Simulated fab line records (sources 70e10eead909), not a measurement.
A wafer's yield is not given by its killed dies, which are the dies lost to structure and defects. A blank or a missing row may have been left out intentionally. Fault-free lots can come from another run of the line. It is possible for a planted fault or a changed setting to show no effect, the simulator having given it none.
fab line records ; flow nand_harc ; part 1 of 2: steps 1 to 4 of 6
record: lots: 22; wafers: 66; last_day: 24
route steps=1159 shown A_STAIRCASE@530
lots that met no fault: taken from a fault-free run of the same line
start_h: start of the lot's first displayed wafer, in hours after the record's first day ; wait_h: hours elapsed since this lot's preceding step ; " repeats the value in the row above ; L1.1+2: a single row standing in for several wafers ; - no value, or no start given ; * or withheld: withheld ; < > ~ a bound
route shown NAME@n: a module of which the file shows steps, and the number in the route of the first ; usual: the fault-free wafers' mean and standard deviation ; same: alike in all rows ; chamber/n: place in a boat ; sites: per-site readings ; _std_site: their standard deviation ; _edge_site: the outer-site mean with the inner-site mean subtracted ; radius_mm: for every site, how far away it sits from the centre of the wafer ; mask NAME#n: copy n ; behind: the last tool/chamber to shape the wafer ; hold: cause of the lot's hold/its duration in hours/its outcome ; device: names the non-switching transistor (n, p or np) ; end of line: at the end of the route, the tests of the same wafers ; a step with no rows: only its recipe ; killed: at the first sort, the dies lost to defects and structure; wafer yield is something else ; map: shows each die of a wafer: x if killed, . if not, _ if none is there
set.NAME: the setting the step ran with; set.NAME@STEP: the setting that earlier step ran with ; model.NAME: the simulator's own value behind a step, which no gauge read
the route's steps for a sample of lots (tables are steps, rows are wafers)
services: from which hour (start_h, from the record's first day; less than 0 if before it) a tool's chamber was out of use, for how many hours, and why
== steps ==
step: NHARC_A_STAIRCASE_DESCUM_168
recipe: time_s: 3; o2_flow_sccm: 200; ar_flow_sccm: 0; bias_power_w: 0; chemistry: O2
usual: drypump_motor_current_A: 5.8/0.37; oes_product_au: 1.000/0.007; rf_vpp_V: 57.8/0.93; showerhead_plenum_p_Torr: 1.93/0.09; throttle_valve_pct: 11.311/0.0081
lot.wafer;tool;chamber;start_h;wait_h;drypump_motor_current_A;oes_product_au;rf_hours_counter_h;rf_vpp_V;showerhead_plenum_p_Torr;throttle_valve_pct
L075.3;rie_diel-01;1;237.69;-;5.9;0.998;35;57.5;1.79;11.325
L075.2;rie_diel-01;3;237.69;-;5.7;1.004;35;57.8;1.90;11.307
L075.6;rie_diel-01;1;237.69;-;6.0;0.993;-;56.5;1.79;11.310
L076.2;rie_diel-01;2;237.86;-;5.7;1.000;34;57.9;1.84;11.306
L076.1;rie_diel-01;3;237.86;-;5.8;1.010;35;56.2;1.90;11.298
L076.5;rie_diel-01;2;237.86;-;5.7;1.016;-;58.1;1.84;11.305
L078.2;rie_diel-11;1;244.83;-;6.4;0.986;18;58.1;1.95;11.307
L078.5;rie_diel-11;0;244.83;-;5.5;1.008;-;58.2;2.01;11.295
L078.6;rie_diel-11;1;244.83;-;6.4;0.989;-;58.9;1.95;11.303
L077.3;rie_diel-01;2;245.19;-;5.7;1.004;39;57.5;1.84;11.292
L077.4;rie_diel-01;1;245.19;-;5.9;0.988;39;56.9;1.79;11.316
L077.5;rie_diel-01;2;245.19;-;5.7;1.002;-;56.1;1.84;11.316
L079.1;rie_diel-06;0;265.68;-;6.3;0.996;7;56.0;1.88;11.321
L079.4;rie_diel-06;1;265.68;-;5.4;1.001;9;57.8;2.03;11.311
L079.6;rie_diel-06;0;265.68;-;6.3;0.994;-;58.4;1.88;11.305
L083.3;rie_diel-11;0;277.87;-;5.4;1.002;32;58.3;2.01;11.321
L083.4;rie_diel-11;1;277.87;-;6.4;0.985;32;56.2;1.95;11.309
L083.6;rie_diel-11;3;277.87;-;5.7;1.003;-;57.1;1.81;11.301
L082.3;rie_diel-01;0;278.03;-;6.4;1.010;54;58.6;1.99;11.304
L082.6;rie_diel-01;1;278.03;-;5.9;0.995;-;56.6;1.78;11.302
L082.4;rie_diel-01;3;278.03;-;5.8;0.998;-;58.0;1.90;11.316
L081.1;rie_diel-01;0;283.86;-;6.4;0.994;56;58.1;1.98;11.323
L081.3;rie_diel-01;1;283.86;-;6.0;0.985;58;55.3;1.78;11.322
L081.6;rie_diel-01;0;283.86;-;6.4;1.001;-;58.5;1.98;11.308
L084.2;rie_diel-06;0;294.48;-;6.3;1.002;17;57.9;1.87;11.315
L084.3;rie_diel-06;1;294.48;-;5.4;1.012;15;58.8;2.02;11.306
L084.6;rie_diel-06;1;294.48;-;5.5;1.004;-;60.0;2.02;11.313
L085.4;rie_diel-06;1;298.24;-;5.4;0.999;16;58.1;2.02;11.312
L085.1;rie_diel-06;2;298.24;-;5.2;1.000;18;55.5;1.89;11.293
L085.3;rie_diel-06;3;298.24;-;5.4;1.005;17;57.1;2.01;11.316
L086.4;rie_diel-01;3;309.46;-;5.8;1.007;64;57.6;1.89;11.314
L086.2;rie_diel-01;0;309.46;-;6.4;1.001;68;59.2;1.98;11.320
L086.5;rie_diel-01;2;309.46;-;5.7;1.000;-;57.7;1.84;11.310
L087.2;rie_diel-01;1;309.61;-;5.9;0.988;69;56.5;1.78;11.311
L087.3;rie_diel-01;2;309.61;-;5.7;1.004;42;58.9;1.84;11.309
L087.1;rie_diel-01;0;309.61;-;6.4;0.996;68;57.6;1.98;11.306
L088.2;rie_diel-06;2;323.22;-;5.3;0.997;31;58.2;1.88;11.309
L088.5;rie_diel-06;2;323.22;-;5.3;1.004;-;58.4;1.88;11.318
L088.6;rie_diel-06;3;323.22;-;5.4;0.997;-;59.2;2.00;11.312
L089.1;rie_diel-11;2;323.77;-;5.5;0.993;49;58.1;2.06;11.308
L089.4;rie_diel-11;0;323.77;-;5.5;0.999;47;58.4;2.00;11.298
L089.5;rie_diel-11;3;323.77;-;5.7;1.001;-;57.9;1.81;11.295
L092.1;rie_diel-01;3;327.99;-;5.8;1.000;1;58.9;1.89;11.307
L092.2;rie_diel-01;2;327.99;-;5.7;1.016;1;58.1;1.84;11.304
L092.4;rie_diel-01;3;327.99;-;5.8;1.005;-;58.6;1.89;11.313
L090.1;rie_diel-11;2;328.24;-;5.5;0.998;50;57.6;2.06;11.322
L090.4;rie_diel-11;3;328.24;-;5.8;0.997;50;56.1;1.80;11.306
L090.2;rie_diel-11;0;328.24;-;5.5;0.992;49;58.4;2.00;11.312
L091.3;rie_diel-01;1;328.42;-;5.9;0.993;1;57.4;2.08;11.315
L091.1;rie_diel-01;3;328.42;-;5.8;1.001;1;58.3;1.89;11.312
L091.5;rie_diel-01;3;328.42;-;5.8;1.003;-;55.5;1.89;11.327
L093.3;rie_diel-01;2;338.16;-;5.7;1.007;6;58.2;1.84;11.321
L093.2;rie_diel-01;3;338.16;-;5.7;0.994;5;58.7;1.89;11.333
L093.1;rie_diel-01;0;338.16;-;6.4;1.005;2;58.7;1.98;11.309
L094.1;rie_diel-11;1;349.23;-;6.4;0.993;57;59.4;1.94;11.301
L094.3;rie_diel-11;3;349.23;-;5.7;0.992;59;56.4;1.80;11.315
L094.5;rie_diel-11;2;349.23;-;5.5;1.017;-;59.2;2.06;11.316
L095.4;rie_diel-06;1;361.03;-;5.5;1.003;49;58.3;2.01;11.293
L095.2;rie_diel-06;2;361.03;-;5.3;0.995;46;57.6;1.88;11.313
L095.5;rie_diel-06;0;361.03;-;6.3;0.996;-;57.8;1.86;11.313
L096.1;rie_diel-11;0;361.22;-;5.4;1.011;62;58.4;2.00;11.322
L096.4;rie_diel-11;3;361.22;-;5.7;0.994;63;57.6;1.80;11.308
L096.5;rie_diel-11;1;361.22;-;6.4;0.991;-;59.1;1.94;11.307
L097.2;rie_diel-06;0;361.40;-;6.3;0.996;50;56.9;1.86;11.302
L097.1;rie_diel-06;1;361.40;-;5.5;0.999;49;57.7;2.01;11.320
L097.3;rie_diel-06;2;361.40;-;5.3;0.995;46;57.2;1.88;11.313
step: NHARC_A_STAIRCASE_ETCH_15
recipe: target_depth_a: 1000; time_s: 40.5; ion_energy_ev: 400; c4f8_flow_sccm: 20; o2_flow_sccm: 10; ar_flow_sccm: withheld; rf_w: 600; bias_w: 1000; chemistry: C4F8/O2
usual: oes_product_au: 0.939/0.01; rf_fwd_power_W: 593.8/2.2; rf_vpp_V: 897/5.7
lot.wafer;tool;chamber;start_h;wait_h;oes_product_au;rf_fwd_power_W;rf_hours_counter_h;rf_vpp_V
L076.2;rie_diel-01;0;-;-;0.937;595.4;35;901
L076.1;rie_diel-01;2;-;-;0.946;594.5;36;893
L076.5;rie_diel-01;0;-;-;0.929;596.0;-;901
L075.3;rie_diel-11;3;-;-;0.948;594.4;16;890
L075.2;rie_diel-11;2;-;-;0.931;594.6;16;906
L075.6;rie_diel-11;3;-;-;0.941;592.7;-;890
L077.3;rie_diel-01;0;-;-;0.954;595.1;39;900
L077.4;rie_diel-01;0;-;-;0.958;594.7;-;901
L077.5;rie_diel-01;1;-;-;0.927;591.0;-;887
L078.2;rie_diel-11;3;-;-;0.927;592.0;20;891
L078.6;rie_diel-11;1;-;-;0.929;590.4;-;899
L078.5;rie_diel-11;2;-;-;0.948;593.5;-;906
L079.1;rie_diel-01;0;-;-;0.957;593.6;50;901
L079.4;rie_diel-01;3;-;-;0.959;593.1;-;896
L079.6;rie_diel-01;0;-;-;0.950;593.2;-;900
L083.3;rie_diel-01;1;-;-;0.926;592.3;57;886
L083.6;rie_diel-01;3;-;-;0.940;593.9;-;894
L083.4;rie_diel-01;1;-;-;0.943;594.3;-;887
L082.3;rie_diel-11;0;-;-;0.943;593.0;32;901
L082.4;rie_diel-11;3;-;-;0.942;592.7;31;890
L082.6;rie_diel-11;0;-;-;0.948;591.3;-;901
L081.1;rie_diel-11;0;-;-;0.941;594.6;34;903
L081.3;rie_diel-11;2;-;-;0.938;594.2;34;906
L081.6;rie_diel-11;0;-;-;0.941;593.4;-;901
L084.2;rie_diel-06;0;-;-;0.935;595.0;18;892
L084.3;rie_diel-06;1;-;-;0.947;596.6;15;903
L084.6;rie_diel-06;3;-;-;0.948;594.8;-;901
L085.1;rie_diel-01;3;-;-;0.932;595.6;60;893
L085.3;rie_diel-01;1;-;-;0.937;596.7;65;888
L085.4;rie_diel-01;0;-;-;0.934;595.6;-;903
L086.2;rie_diel-06;2;-;-;0.947;593.7;26;893
L086.4;rie_diel-06;0;-;-;0.948;594.2;28;894
L086.5;rie_diel-06;3;-;-;0.931;594.0;-;901
L087.1;rie_diel-06;2;-;-;0.949;594.5;26;896
L087.3;rie_diel-06;3;-;-;0.949;594.5;25;902
L087.2;rie_diel-06;1;-;-;0.932;595.7;27;903
L088.2;rie_diel-06;1;-;-;0.951;594.2;34;902
L088.5;rie_diel-06;1;-;-;0.944;594.7;-;903
L088.6;rie_diel-06;2;-;-;0.936;590.6;-;894
L089.1;rie_diel-06;2;-;-;0.943;595.2;32;894
L089.4;rie_diel-06;3;-;-;0.938;598.3;30;902
L089.5;rie_diel-06;0;-;-;0.933;593.7;-;894
L091.1;rie_diel-06;0;-;-;0.940;596.1;38;892
L091.3;rie_diel-06;1;-;-;0.937;594.6;37;904
L091.5;rie_diel-06;1;-;-;0.939;597.8;-;903
L092.2;rie_diel-11;1;-;-;0.917;590.0;50;899
L092.4;rie_diel-11;2;-;-;0.928;594.8;53;905
L092.1;rie_diel-11;3;-;-;0.921;594.6;52;888
L090.1;rie_diel-01;2;-;-;0.929;596.5;3;891
L090.2;rie_diel-01;3;-;-;0.923;595.7;3;895
L090.4;rie_diel-01;2;-;-;0.935;595.1;-;891
L093.1;rie_diel-06;1;-;-;0.931;598.6;42;903
L093.2;rie_diel-06;2;-;-;0.929;592.3;39;894
L093.3;rie_diel-06;0;-;-;0.932;591.9;42;892
L094.3;rie_diel-11;3;-;-;0.934;591.0;62;890
L094.1;rie_diel-11;1;-;-;0.950;589.8;61;899
L094.5;rie_diel-11;0;-;-;0.936;591.3;-;901
L096.1;rie_diel-11;2;-;-;0.941;595.1;65;905
L096.4;rie_diel-11;0;-;-;0.939;592.8;62;902
L096.5;rie_diel-11;2;-;-;0.940;596.2;-;905
L095.4;rie_diel-01;0;-;-;0.959;593.2;10;901
L095.2;rie_diel-01;1;-;-;0.953;595.7;14;907
L095.5;rie_diel-01;3;-;-;0.963;595.5;-;894
L097.1;rie_diel-11;2;-;-;0.947;592.0;65;906
L097.2;rie_diel-11;3;-;-;0.938;594.3;64;888
L097.3;rie_diel-11;1;-;-;0.937;590.8;63;898
step: NHARC_A_STAIRCASE_TRIM_18
recipe: time_s: 211.2; o2_flow_sccm: 500; ar_flow_sccm: 0; bias_w: 0; chemistry: O2
usual: drypump_motor_current_A: 5.8/0.39; oes_product_au: 0.999/0.0071; rf_vpp_V: 57.9/0.85; showerhead_plenum_p_Torr: 3.57/0.15; throttle_valve_pct: 17.037/0.0085
lot.wafer;tool;chamber;start_h;wait_h;drypump_motor_current_A;oes_product_au;rf_hours_counter_h;rf_vpp_V;showerhead_plenum_p_Torr;throttle_valve_pct
L075.3;rie_diel-11;1;-;-;6.4;0.994;16;59.2;3.60;17.041
L075.2;rie_diel-11;2;-;-;5.5;1.001;16;58.9;3.80;17.014
L075.6;rie_diel-11;1;-;-;6.4;0.997;-;57.2;3.60;17.037
L076.2;rie_diel-01;2;-;-;5.7;1.016;37;57.2;3.40;17.033
L076.1;rie_diel-01;1;-;-;5.9;0.999;37;57.2;3.31;17.044
L076.5;rie_diel-01;3;-;-;5.8;1.003;-;59.3;3.50;17.047
L077.3;rie_diel-01;2;-;-;5.7;1.014;41;57.5;3.40;17.038
L077.4;rie_diel-01;1;-;-;6.0;0.988;-;59.3;3.31;17.024
L077.5;rie_diel-01;2;-;-;5.7;1.005;-;58.2;3.40;17.037
L078.2;rie_diel-11;1;-;-;6.4;0.994;21;59.6;3.60;17.042
L078.5;rie_diel-11;0;-;-;5.4;1.003;-;58.2;3.70;17.031
L078.6;rie_diel-11;1;-;-;6.4;1.007;-;56.8;3.60;17.054
L079.1;rie_diel-01;0;-;-;6.4;0.994;50;58.4;3.65;17.040
L079.6;rie_diel-01;1;-;-;5.9;0.996;-;56.9;3.30;17.032
L079.4;rie_diel-01;0;-;-;6.4;1.002;-;57.5;3.65;17.032
L083.3;rie_diel-01;1;-;-;6.0;0.997;57;57.6;3.30;17.031
L083.4;rie_diel-01;0;-;-;6.4;1.006;-;58.7;3.65;17.040
L083.6;rie_diel-01;1;-;-;6.0;0.998;-;58.5;3.30;17.037
L082.4;rie_diel-11;1;-;-;6.4;1.000;33;57.0;3.59;17.037
L082.3;rie_diel-11;2;-;-;5.5;0.999;32;58.5;3.79;17.035
L082.6;rie_diel-11;3;-;-;5.8;0.991;-;56.7;3.35;17.036
L081.3;rie_diel-11;1;-;-;6.4;0.999;35;57.2;3.59;17.031
L081.1;rie_diel-11;3;-;-;5.8;1.003;34;57.1;3.35;17.036
L081.6;rie_diel-11;2;-;-;5.5;1.008;-;59.1;3.79;17.046
L084.3;rie_diel-06;1;-;-;5.4;0.998;16;59.0;3.72;17.022
L084.2;rie_diel-06;3;-;-;5.3;1.000;16;57.7;3.69;17.033
L084.6;rie_diel-06;0;-;-;6.3;0.984;-;57.7;3.46;17.031
L085.1;rie_diel-01;1;-;-;6.0;0.984;65;58.5;3.30;17.030
L085.3;rie_diel-01;3;-;-;5.8;1.007;61;57.7;3.49;17.039
L085.4;rie_diel-01;1;-;-;6.0;0.987;-;55.2;3.30;17.046
L086.2;rie_diel-06;0;-;-;6.3;0.997;29;56.3;3.45;17.043
L086.4;rie_diel-06;2;-;-;5.3;0.996;26;57.6;3.48;17.026
L086.5;rie_diel-06;3;-;-;5.4;0.997;-;57.0;3.68;17.017
L087.2;rie_diel-06;2;-;-;5.3;0.996;27;58.0;3.48;17.029
L087.1;rie_diel-06;3;-;-;5.4;0.998;25;58.3;3.68;17.048
L087.3;rie_diel-06;1;-;-;5.5;1.003;28;58.1;3.71;17.037
L088.2;rie_diel-06;2;-;-;5.3;1.009;32;57.6;3.48;17.037
L088.6;rie_diel-06;1;-;-;5.5;1.004;-;58.2;3.71;17.036
L088.5;rie_diel-06;2;-;-;5.3;1.011;-;58.1;3.48;17.045
L089.4;rie_diel-06;3;-;-;5.4;0.998;31;58.7;3.68;17.038
L089.1;rie_diel-06;0;-;-;6.3;1.003;35;58.5;3.45;17.042
L089.5;rie_diel-06;0;-;-;6.3;0.992;-;58.6;3.45;17.049
L091.1;rie_diel-06;0;-;-;6.3;1.000;38;56.8;3.45;17.031
L091.3;rie_diel-06;2;-;-;5.3;0.998;35;58.7;3.48;17.040
L091.5;rie_diel-06;0;-;-;6.3;0.994;-;57.9;3.45;17.033
L092.2;rie_diel-11;1;-;-;6.4;0.992;51;59.6;3.58;17.047
L092.4;rie_diel-11;2;-;-;5.5;0.996;53;60.0;3.78;17.029
L092.1;rie_diel-11;0;-;-;5.4;1.004;52;57.7;3.68;17.043
L090.1;rie_diel-01;3;-;-;5.8;1.005;3;57.8;3.49;17.050
L090.2;rie_diel-01;1;-;-;5.9;1.010;3;56.9;3.81;17.039
L090.4;rie_diel-01;2;-;-;5.7;1.001;-;58.1;3.40;17.052
L093.2;rie_diel-06;1;-;-;5.4;1.003;42;58.6;3.70;17.027
L093.3;rie_diel-06;2;-;-;5.3;1.008;39;58.0;3.47;17.043
L093.1;rie_diel-06;3;-;-;5.4;1.006;37;56.9;3.68;17.040
L094.1;rie_diel-11;3;-;-;5.8;0.994;62;57.5;3.33;17.035
L094.3;rie_diel-11;0;-;-;5.5;0.992;61;57.2;3.67;17.050
L094.5;rie_diel-11;2;-;-;5.5;0.993;-;56.5;3.77;17.043
L096.4;rie_diel-11;2;-;-;5.5;1.002;65;57.2;3.77;17.024
L096.1;rie_diel-11;1;-;-;6.4;0.986;63;57.5;3.57;17.035
L096.5;rie_diel-11;2;-;-;5.5;1.001;-;58.3;3.77;17.040
L095.4;rie_diel-01;1;-;-;6.0;1.002;15;59.0;3.80;17.046
L095.2;rie_diel-01;3;-;-;5.8;1.005;15;57.8;3.48;17.020
L095.5;rie_diel-01;1;-;-;5.9;1.002;-;57.6;3.80;17.048
L097.2;rie_diel-11;0;-;-;5.5;1.000;63;57.4;3.67;17.049
L097.1;rie_diel-11;1;-;-;6.4;0.991;63;56.8;3.57;17.024
L097.3;rie_diel-11;2;-;-;5.5;0.998;66;58.0;3.77;17.022
step: NHARC_A_STAIRCASE_TRIM_193
recipe: time_s: 211.2; o2_flow_sccm: 500; ar_flow_sccm: 0; bias_w: 0; chemistry: O2
usual: drypump_motor_current_A: 5.7/0.42; oes_product_au: 0.998/0.0074; rf_vpp_V: 57.9/0.86; showerhead_plenum_p_Torr: 3.58/0.14; throttle_valve_pct: 17.036/0.0088
lot.wafer;tool;chamber;start_h;wait_h;drypump_motor_current_A;oes_product_au;rf_hours_counter_h;rf_vpp_V;showerhead_plenum_p_Torr;throttle_valve_pct
L076.2;rie_diel-11;1;-;-;6.4;0.995;19;57.0;3.60;17.032
L076.1;rie_diel-11;0;-;-;5.5;1.006;19;57.5;3.70;17.038
L076.5;rie_diel-11;1;-;-;6.4;1.009;-;58.0;3.60;17.032
L075.3;rie_diel-11;0;-;-;5.5;1.005;19;59.4;3.70;17.042
L075.2;rie_diel-11;3;-;-;5.7;0.989;19;58.5;3.36;17.034
L075.6;rie_diel-11;1;-;-;6.4;0.991;-;57.4;3.60;17.046
L078.2;rie_diel-11;2;-;-;5.5;1.001;22;58.1;3.80;17.035
L078.6;rie_diel-11;3;-;-;5.8;0.998;-;57.1;3.36;17.053
L078.5;rie_diel-11;0;-;-;5.5;1.001;-;57.6;3.70;17.052
L077.3;rie_diel-06;0;-;-;6.3;0.995;1;57.8;3.47;17.029
L077.4;rie_diel-06;1;-;-;5.4;1.005;1;57.1;3.73;17.042
L077.5;rie_diel-06;0;-;-;6.3;1.002;-;57.9;3.47;17.043
L079.1;rie_diel-01;1;-;-;6.0;0.993;54;56.3;3.30;17.039
L079.6;rie_diel-01;3;-;-;5.8;0.992;-;58.7;3.50;17.036
L079.4;rie_diel-01;0;-;-;6.4;1.008;-;57.6;3.65;17.053
L083.4;rie_diel-06;3;-;-;5.3;1.000;12;56.9;3.69;17.028
L083.3;rie_diel-06;2;-;-;5.3;0.997;13;56.1;3.49;17.033
L083.6;rie_diel-06;0;-;-;6.3;0.993;-;57.2;3.46;17.034
L082.4;rie_diel-11;0;-;-;5.4;0.996;33;58.3;3.69;17.038
L082.3;rie_diel-11;2;-;-;5.5;1.001;34;59.7;3.79;17.036
L082.6;rie_diel-11;1;-;-;6.4;1.001;-;58.7;3.59;17.052
L081.1;rie_diel-06;3;-;-;5.4;0.997;15;58.1;3.69;17.051
L081.3;rie_diel-06;2;-;-;5.3;1.016;16;57.0;3.49;17.031
L081.6;rie_diel-06;0;-;-;6.3;0.997;-;58.2;3.46;17.036
L084.2;rie_diel-06;0;-;-;6.3;0.986;19;56.4;3.46;17.033
L084.3;rie_diel-06;1;-;-;5.5;1.002;17;58.4;3.72;17.041
L084.6;rie_diel-06;0;-;-;6.3;1.002;-;57.7;3.46;17.048
L085.3;rie_diel-01;0;-;-;6.4;1.014;65;58.2;3.65;17.027
L085.1;rie_diel-01;1;-;-;5.9;0.993;67;58.1;3.29;17.029
L085.4;rie_diel-01;3;-;-;5.8;0.996;-;58.0;3.49;17.044
L087.2;rie_diel-11;2;-;-;5.5;0.994;46;58.0;3.78;17.045
L087.3;rie_diel-11;3;-;-;5.8;0.993;45;58.4;3.34;17.028
L087.1;rie_diel-11;1;-;-;6.4;0.983;44;58.0;3.58;17.033
L086.2;rie_diel-11;1;-;-;6.4;0.986;44;57.1;3.58;17.038
L086.4;rie_diel-11;2;-;-;5.5;0.997;46;58.6;3.78;17.045
L086.5;rie_diel-11;0;-;-;5.5;1.001;-;58.5;3.68;17.043
L089.4;rie_diel-06;3;-;-;5.4;0.994;33;58.0;3.68;17.028
L089.1;rie_diel-06;0;-;-;6.3;1.002;38;57.4;3.45;17.025
L089.5;rie_diel-06;2;-;-;5.3;0.997;-;57.8;3.48;17.033
L088.2;rie_diel-11;2;-;-;5.5;0.998;53;58.5;3.78;17.039
L088.6;rie_diel-11;0;-;-;5.4;1.003;-;57.9;3.68;17.041
L088.5;rie_diel-11;1;-;-;6.4;0.988;-;57.6;3.58;17.021
L091.1;rie_diel-06;3;-;-;5.4;0.994;34;58.9;3.68;17.052
L091.3;rie_diel-06;0;-;-;6.3;0.986;40;56.4;3.45;17.037
L091.5;rie_diel-06;3;-;-;5.4;0.991;-;58.0;3.68;17.038
L092.4;rie_diel-11;2;-;-;5.5;0.997;56;59.2;3.78;17.041
L092.1;rie_diel-11;3;-;-;5.7;0.998;55;57.7;3.34;17.032
L092.2;rie_diel-11;0;-;-;5.5;1.005;55;58.9;3.68;17.051
L090.2;rie_diel-11;2;-;-;5.5;0.996;56;60.2;3.78;17.046
L090.1;rie_diel-11;3;-;-;5.7;1.009;56;57.8;3.34;17.025
L090.4;rie_diel-11;0;-;-;5.5;1.001;55;56.6;3.68;17.052
L093.1;rie_diel-06;3;-;-;5.4;0.989;39;58.4;3.68;17.035
L093.2;rie_diel-06;1;-;-;5.5;1.001;43;59.0;3.70;17.010
L093.3;rie_diel-06;2;-;-;5.3;0.994;40;57.3;3.47;17.026
L094.3;rie_diel-01;2;-;-;5.7;1.000;13;56.8;3.39;17.026
L094.1;rie_diel-01;3;-;-;5.8;0.996;13;57.3;3.48;17.029
L094.5;rie_diel-01;2;-;-;5.7;0.986;-;57.2;3.39;17.041
L096.4;rie_diel-06;3;-;-;5.3;0.986;47;58.0;3.67;17.026
L096.1;rie_diel-06;0;-;-;6.3;0.996;52;57.2;3.44;17.032
L096.5;rie_diel-06;3;-;-;5.3;0.980;-;58.4;3.67;17.028
L097.2;rie_diel-06;3;-;-;5.4;1.002;48;58.2;3.67;17.025
L097.3;rie_diel-06;0;-;-;6.3;0.996;52;55.9;3.44;17.040
L097.1;rie_diel-06;2;-;-;5.3;0.999;50;58.9;3.47;17.040
L095.2;rie_diel-06;0;-;-;6.3;0.996;53;56.9;3.44;17.041
L095.4;rie_diel-06;1;-;-;5.5;0.996;52;58.2;3.70;17.049
L095.5;rie_diel-06;2;-;-;5.3;0.993;-;57.1;3.47;17.043
